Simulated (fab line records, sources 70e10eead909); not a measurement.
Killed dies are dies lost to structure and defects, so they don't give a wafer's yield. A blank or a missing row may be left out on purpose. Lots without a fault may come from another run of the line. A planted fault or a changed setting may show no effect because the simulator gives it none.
fab line records | flow nand_harc
record lots=5 wafers=15 last_day=24
route steps=1159 shown P_GATE@185 END@1159
lots that met no fault: from a run of the same line without faults
start_h: hours from the record's first day to the start of the lot's first wafer shown | wait_h: hours since the lot's step before | " the same as in the row above | L1.1+2: a row that stands for several wafers | - no value, or no start given | * or withheld: withheld | < > ~ a bound
route shown NAME@n: a module of which the file shows steps, and the number in the route of the first | usual: mean/standard deviation of fault-free wafers | same: alike in all rows | chamber/n: place in a boat | sites: the reading at each site | _std_site: their standard deviation | _edge_site: outer sites' mean less inner sites' | radius_mm: how far each site lies from the wafer's centre | mask NAME#n: copy n | behind: the tool/chamber that last shaped the wafer | hold: why the lot was held/for how many hours/how that ended | device: the transistor (n, p or np) that didn't switch | end of line: the same wafers' tests at the end of the route | a step without rows: its recipe alone | killed: dies lost to structure and defects at the first sort, not the wafer's yield | map: a wafer's dies, x killed, . not, _ none there
set.NAME: the setting as run; set.NAME@STEP: as run at that earlier step | model.NAME: the simulator's own value behind a step, which no gauge read
lots at some steps of the route; a table a step, a row a wafer
services: from which hour (start_h, from the record's first day; less than 0 if before it) a tool's chamber was out of use, for how many hours, and why
## steps
# step NHARC_P_GATE_CD_MEAS_59
# recipe target_cd_nm=720 landing_energy_ev=500
# usual cd_nm=719.3/1.3
# columns lot.wafer tool chamber start_h wait_h cd_nm
L806.3 cd_sem-03 0 114.14 - 719.6
L806.4 " 0 " " 717.9
L806.5 " 0 " " 719.4
L812.2 cd_sem-03 0 154.06 - 720.9
L812.3 " 0 " " 718.8
L812.4 " 0 " " 719.8
L817.2 cd_sem-01 0 185.96 - 718.4
L817.3 " 0 " " 718.9
L817.6 " 0 " " 720.4
L825.4 cd_sem-02 0 227.89 - 718.7
L825.5 " 0 " " 718.9
L825.6 " 0 " " 721.1
L823.2 cd_sem-01 0 234.35 - 721.4
L823.5 " 0 " " 723.1
L823.6 " 0 " " 722.2
# step NHARC_P_GATE_HARDBAKE_60
# recipe temp_c=125 time_s=80
# step NHARC_P_GATE_DESCUM_61
# recipe time_s=3 o2_flow_sccm=200 ar_flow_sccm=0 bias_power_w=0 chemistry=O2
# usual drypump_motor_current_A=5.79/0.28 oes_product_au=1.000/0.0084 rf_vpp_V=57.8/0.96 showerhead_plenum_p_Torr=1.93/0.096 throttle_valve_pct=11.310/0.01
# same bias_power_w=0
# columns lot.wafer tool chamber start_h wait_h drypump_motor_current_A oes_product_au rf_hours_counter_h rf_vpp_V showerhead_plenum_p_Torr throttle_valve_pct
L806.3 rie_diel-07 1 114.31 - 5.57 0.998 17 57.2 1.81 11.319
L806.4 " 2 " " 6.04 1.013 17 58.0 1.83 11.313
L806.5 " 0 " " 6.27 0.998 - 57.1 1.78 11.293
L812.3 rie_diel-10 2 154.26 - 6.05 1.007 24 58.1 1.99 11.298
L812.2 " 3 " " 5.91 0.994 23 58.1 2.05 11.320
L812.4 " 0 " " 5.28 1.005 27 57.7 2.03 11.315
L817.3 rie_diel-10 3 186.12 - 5.87 1.002 0 57.9 2.05 11.311
L817.2 " 0 " " 5.31 0.997 0 59.4 2.03 11.318
L817.6 " 3 " " 5.87 1.000 - 58.3 2.05 11.308
L825.4 rie_diel-10 1 228.04 - 5.62 1.005 11 56.5 1.91 11.302
L825.5 " 1 " " 5.64 0.992 - 59.1 1.91 11.290
L825.6 " 2 " " 6.00 0.987 - 57.6 1.98 11.314
L823.2 rie_diel-10 1 234.76 - 5.61 1.006 13 58.6 1.91 11.293
L823.5 " 1 " " 5.62 1.017 - 58.5 1.91 11.310
L823.6 " 2 " " 6.06 1.014 - 57.3 1.98 11.315
# step NHARC_P_GATE_IMPLANT_62
# recipe energy_kev=20 dose_cm2=3e+15 tilt_deg=7
# step NHARC_P_GATE_STRIP_112
# recipe power_w=1500 temp_c=110 time_s=200 chemistry=N2/H2
# usual drypump_motor_current_A=6.0/0.32 heater_power_w=81/5.4 rf_refl_power_W=22/7.9
# columns lot.wafer tool chamber start_h wait_h drypump_motor_current_A heater_power_w rf_hours_counter_h rf_refl_power_W
L806.4 plasma_asher-02 1 114.77 0.2 6.4 80 - 32
L806.3 " 0 " " 5.9 82 - 13
L806.5 " 1 " " 6.4 80 - 32
L812.2 plasma_asher-02 1 154.67 0.2 6.4 80 48 31
L812.4 " 0 " " 5.9 79 - 13
L812.3 " 1 " " 6.4 81 - 32
L817.2 plasma_asher-01 0 187.02 0.7 6.3 75 26 29
L817.3 " 1 " " 5.6 88 - 16
L817.6 " 1 " " 5.6 88 - 16
L825.4 plasma_asher-01 1 228.51 0.2 5.6 87 - 15
L825.6 " 1 " " 5.6 86 - 15
L825.5 " 0 " " 6.3 74 - 29
L823.2 plasma_asher-01 0 235.18 0.2 6.2 75 43 29
L823.5 " 1 " " 5.6 86 - 15
L823.6 " 0 " " 6.2 76 - 29
# step NHARC_P_GATE_STRIP_76
# recipe power_w=1500 temp_c=250 chemistry=O2
# usual drypump_motor_current_A=6.0/0.32 heater_power_w=301/20 rf_refl_power_W=22/7.9
# columns lot.wafer tool chamber start_h wait_h drypump_motor_current_A heater_power_w rf_hours_counter_h rf_refl_power_W
L806.4 plasma_asher-02 1 114.97 0.2 6.4 297 - 31
L806.3 " 0 " " 5.9 311 - 12
L806.5 " 1 " " 6.4 293 - 31
L812.2 plasma_asher-02 1 154.90 0.2 6.4 303 48 31
L812.4 " 0 " " 5.9 312 - 13
L812.3 " 1 " " 6.4 304 - 29
L817.2 plasma_asher-01 0 187.27 0.2 6.3 278 27 30
L817.3 " 1 " " 5.6 324 - 16
L817.6 " 1 " " 5.6 314 - 15
L825.4 plasma_asher-01 1 228.70 0.2 5.6 318 - 15
L825.6 " 1 " " 5.6 324 - 15
L825.5 " 0 " " 6.3 281 - 29
L823.2 plasma_asher-01 0 235.41 0.2 6.2 281 43 29
L823.5 " 1 " " 5.6 325 - 16
L823.6 " 0 " " 6.3 278 - 29
# step NHARC_P_GATE_STRIP_63
# recipe time_s=900 temp_c=130 chemistry=SPM
# step NHARC_P_GATE_DEHYDRATE_83
# recipe temp_c=150 time_s=120
# step NHARC_P_GATE_HMDS_84
# recipe time_s=30
# step NHARC_P_GATE_COAT_85
# recipe spin_rpm=3000
# step NHARC_P_GATE_SOFTBAKE_86
# recipe temp_c=122 time_s=95
# step NHARC_P_GATE_EBR_87
# step NHARC_P_GATE_EXPOSE_88
# recipe na=0.6 target_cd_nm=2000 dose_mj=11.87 mask_id=P_HVN
# columns lot.wafer tool chamber start_h wait_h mask
L806.3+4+5 krf_scanner-03 0 115.72 - P_HVN#0
L812.2+3+4 krf_scanner-03 0 155.54 - P_HVN_R1#0
L817.2+3+6 krf_scanner-01 0 188.05 - P_HVN#0
L825.4+5+6 krf_scanner-02 0 229.46 - P_HVN#0
L823.2+5+6 krf_scanner-02 0 236.05 - P_HVN#0
# step NHARC_P_GATE_PEB_89
# recipe peb_temp_c=118 peb_time_s=85
# step NHARC_P_GATE_DEVELOP_90
# recipe time_s=70
# step NHARC_P_GATE_CD_MEAS_91
# recipe target_cd_nm=2000 landing_energy_ev=500
# usual cd_nm=1999.9/1.3
# columns lot.wafer tool chamber start_h wait_h cd_nm
L806.3 cd_sem-01 0 115.87 - 2001.0
L806.4 " 0 " " 1999.3
L806.5 " 0 " " 1998.2
L812.2 cd_sem-01 0 155.69 - 1938.8
L812.3 " 0 " " 1938.7
L812.4 " 0 " " 1938.2
L817.2 cd_sem-03 0 188.21 - 1998.6
L817.3 " 0 " " 1998.9
L817.6 " 0 " " 2001.3
L825.4 cd_sem-02 0 229.61 - 2001.0
L825.5 " 0 " " 2000.0
L825.6 " 0 " " 1999.4
L823.2 cd_sem-02 0 236.20 - 1998.3
L823.5 " 0 " " 2000.6
L823.6 " 0 " " 1999.6
# step NHARC_P_GATE_HARDBAKE_92
# recipe temp_c=125 time_s=80
# step NHARC_P_GATE_DESCUM_93
# recipe time_s=3 o2_flow_sccm=200 ar_flow_sccm=0 bias_power_w=0 chemistry=O2
# usual drypump_motor_current_A=5.78/0.27 oes_product_au=1.000/0.0074 rf_vpp_V=57.9/0.97 showerhead_plenum_p_Torr=1.96/0.084 throttle_valve_pct=11.312/0.0084
# same bias_power_w=0
# columns lot.wafer tool chamber start_h wait_h drypump_motor_current_A oes_product_au rf_hours_counter_h rf_vpp_V showerhead_plenum_p_Torr throttle_valve_pct model.P_GATE.cd_nm
L806.3 rie_diel-10 1 116.05 - 5.63 1.005 19 59.0 1.92 11.319 2001
L806.4 " 2 " " 6.03 1.004 17 56.7 1.99 11.314 2000
L806.5 " 3 " " 5.89 0.994 - 58.1 2.05 11.317 1998
L812.2 rie_diel-10 1 155.86 - 5.68 1.008 26 58.8 1.92 11.331 1940
L812.4 " 2 " " 6.04 1.019 24 58.4 1.99 11.308 1938
L812.3 " 3 " " 5.88 0.996 23 58.1 2.05 11.315 1938
L817.2 rie_diel-10 2 188.36 - 6.04 0.999 0 56.3 1.98 11.304 1999
L817.3 " 3 " " 5.90 0.989 0 59.8 2.05 11.307 1999
L817.6 " 1 " " 5.60 0.999 - 57.7 1.91 11.313 2001
L825.5 rie_diel-03 2 229.81 - 5.76 0.999 - 57.9 1.96 11.320 2000
L825.4 " 3 " " 6.05 1.010 - 59.4 1.98 11.321 2001
L825.6 " 1 " " 5.78 0.994 - 59.3 2.06 11.297 2000
L823.2 rie_diel-10 3 236.40 - 5.90 0.996 13 59.1 2.04 11.318 1998
L823.5 " 0 " " 5.30 1.001 - 58.1 2.03 11.311 2000
L823.6 " 1 " " 5.63 1.014 - 57.2 1.91 11.312 1999
# step NHARC_P_GATE_IMPLANT_94
# recipe energy_kev=60 dose_cm2=2e+15 tilt_deg=7
# step NHARC_END_SORT_01
# recipe temp_c=25
# usual killed_at_array=28/12 killed_at_other=0.8/1.1 killed_at_periphery=3.6/2.3 killed_dies=32/12 killed_open=3.4/1.9 killed_short=2.0/1.3
# same gross_dies=677
# columns lot.wafer tool chamber start_h wait_h killed_at_array killed_at_other killed_at_periphery killed_dies killed_open killed_short
L817.2 prober-02 0 504.82 2.8 12 1 6 19 3 0
L817.3 prober-02 0 505.62 3.1 11 0 6 17 4 1
L817.6 prober-02 0 508.02 4.0 13 0 8 21 3 4
# killed by level:class
L817.2 A_CHANNEL_HOLE_D1:chamber_film_flake=6 P_BONDPAD:chamber_film_flake=4 A_STAIRCASE:chamber_film_flake=3 P_CONTACT:geometric_particle:open=1 A_ONON_D1:geometric_particle:open=1 A_CONTACT:geometric_particle:open=1 P_ZERO_WELL:chamber_film_flake=1 A_WL_FILL:chamber_film_flake=1
L817.3 A_CHANNEL_HOLE_D1:chamber_film_flake=5 A_CONTACT:geometric_particle:open=2 P_GATE:chamber_film_flake=2 P_M1:chamber_film_flake=2 A_ONON_D1:geometric_particle:open=1 A_ONON_D1:geometric_particle:short=1 A_CHANNEL_HOLE_D1:geometric_particle:open=1 P_ZERO_WELL:chamber_film_flake=1
L817.6 P_BONDPAD:chamber_film_flake=3 A_CHANNEL_HOLE_D1:chamber_film_flake=3 A_STAIRCASE:chamber_film_flake=3 A_CHANNEL_FILL_D1:geometric_particle:short=2 P_M1:chamber_film_flake=2 P_CONTACT:geometric_particle:open=1 P_M0:geometric_particle:short=1 A_CHANNEL_HOLE_D1:geometric_particle:short=1
## services
# columns tool chamber start_h hours kind
plasma_asher-01 - 94.24 3.7 repair
krf_scanner-02 - 95.81 1.6 repair
plasma_asher-01 - 99.58 9.0 pm
rie_diel-10 0 106.59 - clean
rie_diel-10 1 106.59 - clean
rie_diel-10 2 106.59 - clean
rie_diel-10 3 106.59 - clean
krf_scanner-01 - 116.77 0.3 repair
krf_scanner-01 - 118.14 0.6 repair
rie_diel-10 - 126.92 0.3 repair
rie_diel-03 1 143.12 29.9 repair
krf_scanner-02 - 146.76 0.7 repair
rie_diel-03 0 148.97 56.9 repair
krf_scanner-03 - 168.00 4.0 pm
krf_scanner-02 - 172.61 0.6 repair
rie_diel-10 - 176.58 9.0 pm
rie_diel-07 2 177.36 4.5 repair
plasma_asher-02 - 183.22 9.0 pm
rie_diel-10 0 188.05 8.4 repair
krf_scanner-01 - 194.66 2.3 repair
krf_scanner-02 - 210.00 4.0 pm
rie_diel-03 - 215.30 9.0 pm
rie_diel-03 0 224.77 8.1 repair
rie_diel-07 - 228.37 9.0 pm
## key
first_sign step=NHARC_P_GATE_EXPOSE_88 reading=mask direction=changed
effect step=NHARC_P_GATE_CD_MEAS_91 reading=cd_nm direction=down sigmas=47 usual=1999.9 struck=1938.6
model_effect step=NHARC_P_GATE_DESCUM_93 value=P_GATE.cd_nm without=2001 struck=1939
met_at NHARC_P_GATE_EXPOSE_88
struck_wafers L812.2,L812.3,L812.4
tester_left_out L812
onset_between 115.72 155.54
fault kind=wrong_mask tool=any chamber=- onset_h=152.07 steps=NHARC_P_GATE_EXPOSE_88 aux_copy=P_HVN_R1#0 cd_offset_nm=-62.79 scope=struck_lots_only
# tester_left_out: of these lots the tester's yield and bins aren't shown, on N5 and GAA mostly nor the transistor test; their killed dies are dies lost to structure and defects alone, not to doping, threshold or leakage, so they don't give the yield
